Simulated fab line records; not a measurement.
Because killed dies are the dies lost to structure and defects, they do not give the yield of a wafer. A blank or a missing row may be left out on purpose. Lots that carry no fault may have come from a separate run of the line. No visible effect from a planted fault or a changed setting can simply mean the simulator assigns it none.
A struck lot beside a sound one :: flow n5 finfet :: 27 out of 1938 route steps
Sound: the wafers L557.1, L557.2, L557.5. Struck: wafers L570.2, L570.5, L570.6. The cause comes at the end.
At each step with rows: each side's tool, then ch and its chambers, then its first start. Under that, the readings that differ: sound wafers :: struck wafers :: difference of the means :: sigmas: that difference in standard deviations of wafers without a fault.
alike: readings with means less than 2 such deviations apart, plus words and numbers identical on both sides. not compared: withheld readings, readings lacking a value on some wafer, bounds such as >300 that could conceal the same value, and numbers that have no deviation in the record and whose values overlap.
The two part at a step that has a row with sigmas, a row that says differs or no value, or rows on one side only. When numbers do not overlap yet have no deviation, they are printed without sigmas and do not part them. A reading that every wafer of one side lacks parts them only if that side has two wafers or more.

first, 2 steps without rows for these wafers: N5_BEOL_M4_CO_CAP_55 (material Co, precursor CCTBA/H2, target thk 2 nm, time 102.1 s); N5_BEOL_M4_PRE_CLEAN_56 (time 15 s).
N5_BEOL_M4_DEP_57: deposits SiCN from 3MS/NH3, target thk 8 nm, time 14 s.
  sound on pecvd-01 ch 0,2, day 9 12:05; struck on pecvd-02 ch 0,1,2, day 13 06:28
  alike: showerhead plenum p Torr, throttle valve pct
N5_BEOL_M4_RS_MEAS_58: a four-point-probe measurement.
  sound on film metro-01, day 9 12:09; struck on film metro-02, day 13 06:32
reading: M4_RS (ohm/sq)
sound: 0.64 0.66 0.62
struck: 0.69 0.76 0.69
difference: +0.07
sigmas: +2
N5_BEOL_M4_INSPECT_59: inspects for defects (darkfield).
  sound on defect inspect-02, day 9 12:11; struck on defect inspect-01, day 13 06:34
  alike: raw defect count
N5_BEOL_M4_RC_MEAS_101:
  sound on prober-02 ch 0, day 9 12:12; struck on prober-02 ch 0, day 13 06:44
reading: DIBL_N (mV/V)
sound: 40.9 36.2 37.3
struck: 32.7 31.8 37.3
difference: -4.2
sigmas: -2

reading: VT_N (mV)
sound: 244 250 248
struck: 259 258 249
difference: +8
sigmas: +2
  alike: DIBL_P, IOFF_N, IOFF_P, ION_N, ION_P, SS_N, SS_P, VT_P
N5_BEOL_M5_ILD_DEP_00: deposits SiCOH lowk from DEMS/porogen, target thk 140.64 nm, time 25.9 s.
  sound on pecvd-03 ch 1,2, day 9 13:10; struck on pecvd-02 ch 1,2, day 13 07:33
  alike: heater power outer w, heater power w, showerhead plenum p Torr, throttle valve pct
N5_BEOL_M5_CURE_79: cures SiCOH lowk, time 240 s.
  sound on uv cure-02 ch 1, day 9 13:14; struck on uv cure-01 ch 1, day 13 07:47
  alike: lamp power pct, wafer_temp_C_max
N5_BEOL_M5_THK_MEAS_01:
  sound on film metro-02, day 9 13:45; struck on film metro-01, day 13 08:37
  alike: M5_ILD_THK
then, 3 steps without rows for these wafers: N5_BEOL_M5_PECVD_70 (deposits SiO2 from TEOS/O2, target thk 16 nm, time 18 s); N5_BEOL_M5_HM_DEP_02 (deposits TiN, target thk 20 nm); N5_BEOL_M5_COAT_59 (time 60 s, resist thk 60 nm).
N5_BEOL_M5_COAT_60: time 60 s, resist thk 12 nm.
  sound on litho track-03 ch 0, day 9 14:05; struck on litho track-03 ch 0, day 13 10:02
reading: spin speed rpm (rpm)
sound: 1499.7 1500.6 1500.8
struck: 1554.3 1556.9 1557.3
difference: +55.8
sigmas: +56
  alike: chill plate temp C
then, 7 steps without rows for these wafers: N5_BEOL_M5_COAT_71 (time 60 s, resist thk 5 nm); N5_BEOL_M5_COAT_05 (resist thk 30 nm); N5_BEOL_M5_EBR_07; N5_BEOL_M5_SOFTBAKE_06 (time 60 s); N5_BEOL_M5_EXPOSE_08 (exposes mask M5, target cd 28 nm); N5_BEOL_M5_PEB_09 (peb time 60 s); N5_BEOL_M5_DEVELOP_10 (develop time 30 s).
N5_BEOL_M5_CD_MEAS_11: target cd 27.74 nm.
  sound on cd sem-02 ch 0, day 9 14:31; struck on cd sem-01 ch 0, day 13 10:18
  alike: cd nm
N5_BEOL_M5_OVL_MEAS_12:
  sound on overlay-02 ch 0, day 9 14:32; struck on overlay-01 ch 0, day 13 10:20
  alike: M5_OVL
N5_BEOL_M5_INSPECT_13: inspects for defects (brightfield).
  sound on defect inspect-01, day 9 14:36; struck on defect inspect-01, day 13 10:23
  alike: raw defect count
then, 1 step without rows for these wafers: N5_BEOL_M5_DESCUM_16 (chemistry O2, time 7 s).
N5_BEOL_M5_ETCH_72: etches underlayer in N2/H2, target depth 6.5 nm, time 5.2 s.
  sound on rie diel-05 ch 1,2,3, day 9 14:40; struck on rie diel-02 ch 0,1, day 13 10:42
  alike: drypump motor current A, etch rf on time s, n2 flow sccm, oes product au, rf vpp V, showerhead plenum p Torr, throttle valve pct
  not compared: rf hours counter h
N5_BEOL_M5_ETCH_61: etches SiARC in CF4, target depth 15.6 nm, time 26 s.
  sound on rie diel-05 ch 1,2,3, day 9 14:41; struck on rie diel-02 ch 0,1, day 13 10:43
reading: model.etch.depth nm (nm)
sound: 12.06 12.05 12.03
struck: 11.74 11.75 11.77
difference: -0.29
sigmas: 
  alike: drypump motor current A, etch rf on time s, oes product au, rf vpp V, showerhead plenum p Torr, throttle valve pct
  not compared: rf hours counter h
N5_BEOL_M5_ETCH_62: etches SOC in N2/H2, target depth 75 nm, overetch 15 nm, time 112.5 s.
  sound on rie diel-05 ch 1,2,3, day 9 14:43; struck on rie diel-02 ch 0,1, day 13 10:44
  alike: drypump motor current A, n2 flow sccm, oes product au, rf vpp V, showerhead plenum p Torr, throttle valve pct
  not compared: rf hours counter h

WHERE THEY PART
Earliest at N5_BEOL_M4_RS_MEAS_58; latest, in this record, at N5_BEOL_M5_COAT_60. Later steps at which nothing parts them and some readings are alike: N5_BEOL_M5_CD_MEAS_11, N5_BEOL_M5_OVL_MEAS_12, N5_BEOL_M5_INSPECT_13, N5_BEOL_M5_ETCH_72, N5_BEOL_M5_ETCH_61, N5_BEOL_M5_ETCH_62.

WHY: what the simulator had put in
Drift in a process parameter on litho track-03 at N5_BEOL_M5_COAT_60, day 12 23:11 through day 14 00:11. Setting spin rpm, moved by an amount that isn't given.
